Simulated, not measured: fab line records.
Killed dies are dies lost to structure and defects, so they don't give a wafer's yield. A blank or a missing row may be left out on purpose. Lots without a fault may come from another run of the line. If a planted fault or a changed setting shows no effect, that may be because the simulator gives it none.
Which tool did it? + flow n5Finfet + Sampling: 10 lots, 30 wafers, 5 of 1938 route steps

== WHAT THE GAUGES SHOWED, per wafer ==
No reading from a measuring or inspecting step in the record can be judged against a usual standard deviation.

== WHAT TOOL EACH LOT RAN ON (gives the tool, then ch and the chambers of the sampled wafers, and finally the start) ==
| lot  | N5_BEOL_M1_SPUTTER_48       | N5_BEOL_M15_ETCH_59               | N5_BEOL_M15_TRENCH_ETCH_34        | N5_BEOL_M15_CMP_49            | N5_PASSIVATION_PROBE_49 |
|------|-----------------------------|-----------------------------------|-----------------------------------|-------------------------------|-------------------------|
| L146 | pvdSputter-02, day 6 21:32  | rieDiel-02 ch 1,3, day 11 21:11   | rieDiel-05 ch 1,2, day 11 22:53   | cmp-04 ch 1,2,3, day 12 05:58 | prober-01, day 12 20:51 |
| L148 | pvdSputter-02, day 7 09:19  | rieDiel-02 ch 2,3, day 12 11:11   | rieDiel-06 ch 0,2,3, day 12 12:50 | cmp-03 ch 0,2, day 12 15:51   | -                       |
| L150 | pvdSputter-02, day 8 03:37  | rieDiel-02 ch 0,2,3, day 13 03:55 | rieDiel-02 ch 0,2,3, day 13 05:34 | cmp-03 ch 0,1,3, day 13 11:46 | prober-01, day 14 04:04 |
| L152 | pvdSputter-03, day 9 08:25  | rieDiel-05 ch 1,2, day 13 23:43   | rieDiel-06 ch 0,1,2, day 14 01:14 | cmp-01 ch 0,1,2, day 14 03:31 | prober-02, day 14 20:41 |
| L153 | pvdSputter-02, day 9 13:21  | rieDiel-02 ch 0,1,2, day 14 14:19 | rieDiel-06 ch 0,1,3, day 14 16:04 | cmp-03 ch 0,1,3, day 14 17:55 | prober-01, day 15 08:58 |
| L157 | pvdSputter-02, day 9 19:35  | rieDiel-02 ch 1,3, day 14 19:46   | rieDiel-05 ch 1,2,3, day 14 21:22 | cmp-03 ch 0,2, day 14 22:58   | prober-02, day 15 15:01 |
| L156 | pvdSputter-02, day 9 21:26  | rieDiel-05 ch 2,3, day 14 20:13   | rieDiel-02 ch 0,1, day 14 21:57   | cmp-03 ch 1,2, day 15 02:22   | prober-02, day 15 20:04 |
| L158 | pvdSputter-02, day 10 03:22 | rieDiel-05 ch 0,1, day 15 05:36   | rieDiel-05 ch 0,1, day 15 07:07   | cmp-04 ch 2,3, day 15 10:07   | prober-01, day 16 02:07 |
| L161 | pvdSputter-02, day 10 18:35 | rieDiel-02 ch 0,3, day 16 10:29   | rieDiel-05 ch 0,1, day 16 12:11   | cmp-04 ch 1,2, day 16 14:25   | prober-02, day 17 07:47 |
| L166 | pvdSputter-03, day 12 06:22 | rieDiel-02 ch 1,2,3, day 17 12:17 | rieDiel-02 ch 0,1,2, day 17 14:14 | cmp-04 ch 0,1,2, day 17 16:35 | prober-02, day 19 04:22 |
- N5_BEOL_M1_SPUTTER_48: material Cu, target thk 4.5 nm, time 8.29 s.
- N5_BEOL_M15_ETCH_59: etches BARC in N2/H2, target depth 89 nm, overetch 26.7 nm, time 67.9 s.
- N5_BEOL_M15_TRENCH_ETCH_34: etches SiO2 in C4F8/O2/Ar, target depth 872.93 nm, time 199 s.
- N5_BEOL_M15_CMP_49: polishes, stops on SiO2, t overpolish 4.9 s, target thk 850 nm.
- N5_PASSIVATION_PROBE_49

== AS READ BY THE TOOLS THEMSELVES (means over the sampled wafers that have a number; for cases with no such wafer, the mark the record gives instead) ==
N5_BEOL_M1_SPUTTER_48.
| lot  | tool          | substrateTempC (C) | throttleValvePct (%) |
|------|---------------|--------------------|----------------------|
| L146 | pvdSputter-02 | -20.08             | 31.2                 |
| L148 | pvdSputter-02 | -19.97             | 31.0                 |
| L150 | pvdSputter-02 | -20.04             | 29.7                 |
| L152 | pvdSputter-03 | -20.00             | 30.2                 |
| L153 | pvdSputter-02 | -19.94             | 30.2                 |
| L157 | pvdSputter-02 | -20.00             | 28.5                 |
| L156 | pvdSputter-02 | -20.08             | 29.7                 |
| L158 | pvdSputter-02 | -20.03             | 29.6                 |
| L161 | pvdSputter-02 | -20.06             | 30.0                 |
| L166 | pvdSputter-03 | -19.98             | 30.6                 |

N5_BEOL_M15_ETCH_59.
| lot  | tool       | drypumpMotorCurrentA (A) | oesProductAu (a.u.) | rfVppV (V) | showerheadPlenumPTorr (Torr) | throttleValvePct (%) |
|------|------------|--------------------------|---------------------|------------|------------------------------|----------------------|
| L146 | rieDiel-02 | 5.6                      | 0.74                | 527.8      | 2.69                         | 18.20                |
| L148 | rieDiel-02 | 5.3                      | 0.67                | 526.2      | 2.66                         | 17.89                |
| L150 | rieDiel-02 | 5.2                      | 0.67                | 527.7      | 2.65                         | 17.90                |
| L152 | rieDiel-05 | 5.2                      | 0.63                | 525.2      | 2.61                         | 18.43                |
| L153 | rieDiel-02 | 5.3                      | 0.71                | 527.4      | 2.67                         | 17.98                |
| L157 | rieDiel-02 | 5.6                      | 0.71                | 527.2      | 2.68                         | 18.25                |
| L156 | rieDiel-05 | 5.2                      | 0.59                | 526.0      | 2.63                         | 18.39                |
| L158 | rieDiel-05 | 5.9                      | 0.73                | 526.3      | 2.61                         | 17.91                |
| L161 | rieDiel-02 | 5.3                      | 0.60                | 526.1      | 2.62                         | 18.18                |
| L166 | rieDiel-02 | 5.4                      | 0.69                | 527.3      | 2.67                         | 18.01                |

N5_BEOL_M15_TRENCH_ETCH_34.
| lot  | tool       | drypumpMotorCurrentA (A) | heOuterTorr (Torr) | oesProductAu (a.u.) | rfVppV (V) | showerheadPlenumPTorr (Torr) | throttleValvePct (%) |
|------|------------|--------------------------|--------------------|---------------------|------------|------------------------------|----------------------|
| L146 | rieDiel-05 | 5.2                      | 29.99              | 0.75                | 2237       | 3.52                         | 31.32                |
| L148 | rieDiel-06 | 5.8                      | 29.94              | 0.78                | 2227       | 3.39                         | 30.72                |
| L150 | rieDiel-02 | 5.2                      | 29.96              | 0.77                | 2236       | 3.58                         | 31.02                |
| L152 | rieDiel-06 | 5.9                      | 30.01              | 0.80                | 2214       | 3.40                         | 30.68                |
| L153 | rieDiel-06 | 6.1                      | 30.04              | 0.75                | 2241       | 3.46                         | 30.67                |
| L157 | rieDiel-05 | 5.4                      | 29.99              | 0.73                | 2241       | 3.51                         | 31.09                |
| L156 | rieDiel-02 | 5.3                      | 30.00              | 0.76                | 2208       | 3.55                         | 31.12                |
| L158 | rieDiel-05 | 5.9                      | 29.97              | 0.85                | 2261       | 3.50                         | 30.80                |
| L161 | rieDiel-05 | 5.9                      | 30.01              | 0.83                | 2260       | 3.49                         | 30.82                |
| L166 | rieDiel-02 | 5.3                      | 30.00              | 0.80                | 2239       | 3.58                         | 31.06                |

N5_BEOL_M15_CMP_49.
| lot  | tool   | barrierFieldEndpointS (s) | motorCurrentA (A) | overpolishRunS (s) |
|------|--------|---------------------------|-------------------|--------------------|
| L146 | cmp-04 | 11.10                     | 7.8               | 4.901              |
| L148 | cmp-03 | 11.71                     | 7.7               | 4.900              |
| L150 | cmp-03 | 11.32                     | 7.8               | 4.896              |
| L152 | cmp-01 | 11.58                     | 7.4               | 4.896              |
| L153 | cmp-03 | 11.42                     | 8.1               | 4.905              |
| L157 | cmp-03 | 11.83                     | 8.2               | 4.901              |
| L156 | cmp-03 | 11.23                     | 8.9               | 4.899              |
| L158 | cmp-04 | 11.64                     | 7.4               | 4.903              |
| L161 | cmp-04 | 11.35                     | 8.5               | 4.896              |
| L166 | cmp-04 | 11.46                     | 8.0               | 4.896              |

N5_PASSIVATION_PROBE_49.
| lot  | tool      | defectLimitedYield (%) | killed_at_M0_to_M3 | killed_at_M4_up | killedAtContacts | killedAtFrontEnd | killedAtOther | killedDies | killedOnRim | killedOpen | killedShort | sort_bin_4_leakage (%) | sort_bin_5_function (%) | sort_bin_6_memory (%) | sort_bin_8_speed (%) | sortNPass | sortYieldPct (%) |
|------|-----------|------------------------|--------------------|-----------------|------------------|------------------|---------------|------------|-------------|------------|-------------|------------------------|-------------------------|-----------------------|----------------------|-----------|------------------|
| L146 | prober-01 | 89.1                   | 27                 | 19              | 17               | 62               | 4             | 128        | 16          | 87         | 37          | 0.00                   | 6.1                     | 4.1                   | 0.00                 | 1052      | 89.1             |
| L150 | prober-01 | 91.9                   | 38                 | 6               | 14               | 33               | 4             | 94         | 12          | 58         | 36          | 0.00                   | 4.9                     | 2.9                   | 0.00                 | 1086      | 91.9             |
| L152 | prober-02 | 92.1                   | 42                 | 8               | 8                | 33               | 2             | 93         | 14          | 54         | 37          | 0.00                   | 4.5                     | 3.0                   | 0.00                 | 1087      | 92.1             |
| L153 | prober-01 | 92.8                   | 27                 | 17              | 12               | 29               | 1             | 86         | 10          | 61         | 25          | 0.00                   | 4.3                     | 2.7                   | 0.00                 | 1094      | 92.8             |
| L157 | prober-02 | 90.3                   | 27                 | 17              | 23               | 43               | 5             | 115        | 13          | 73         | 40          | 0.00                   | 5.5                     | 3.7                   | 0.00                 | 1065      | 90.3             |
| L156 | prober-02 | 90.1                   | 34                 | 16              | 10               | 47               | 10            | 117        | 14          | 75         | 39          | 0.00                   | 5.7                     | 3.8                   | 0.00                 | 1063      | 90.1             |
| L158 | prober-01 | 86.1                   | 99                 | 18              | 14               | 33               | 1             | 164        | 21          | 59         | 28          | 0.00                   | 8.6                     | 3.6                   | 0.00                 | 1016      | 86.1             |
| L161 | prober-02 | 88.9                   | 77                 | 11              | 6                | 35               | 2             | 132        | 26          | 55         | 28          | 0.00                   | 6.8                     | 3.0                   | 0.03                 | 1048      | 88.8             |
| L166 | prober-02 | 92.5                   | 28                 | 8               | 5                | 44               | 2             | 88         | 10          | 60         | 28          | 0.00                   | 4.2                     | 3.0                   | 0.00                 | 1092      | 92.5             |

== THE ANSWER, worked out from the rows above alone ==
Rule: what is usual is taken from the lots themselves. Put in order of their means at a reading, lots are off if they are a third of the lots or fewer, leave a main group of 4 or more, and stand apart from it by a gap of 3 or more times the standard deviation of the main group's means; of several such gaps the widest counts. If all means in a main group match to the digits the tables above print for the reading, that group is not used. Also off: a lot with no number at a reading for which 4 or more lots have one. All remaining lots with rows at the step are treated as sound. The gauges are gone through in route order, then the tools' own readings, and for those a lot's mean is taken as printed above. At the first step where some lot is off, the reading lying furthest off is the one used; lots without a number count as furthest.
Off, at N5_PASSIVATION_PROBE_49 on killed_at_M0_to_M3: L158, L161. The main group has a mean of 32 with a standard deviation of 5.7. Neither off nor sound, because the step has no rows for them: L148.
A tool fits if, at that step or a process step before it, it ran every lot that is off, and no sound lot after the first of them. Can't be told from this: 2 tools fit, pvdSputter-02 at N5_BEOL_M1_SPUTTER_48, rieDiel-05 at N5_BEOL_M15_TRENCH_ETCH_34.

== WHAT THE SIMULATOR HAD PUT IN ==
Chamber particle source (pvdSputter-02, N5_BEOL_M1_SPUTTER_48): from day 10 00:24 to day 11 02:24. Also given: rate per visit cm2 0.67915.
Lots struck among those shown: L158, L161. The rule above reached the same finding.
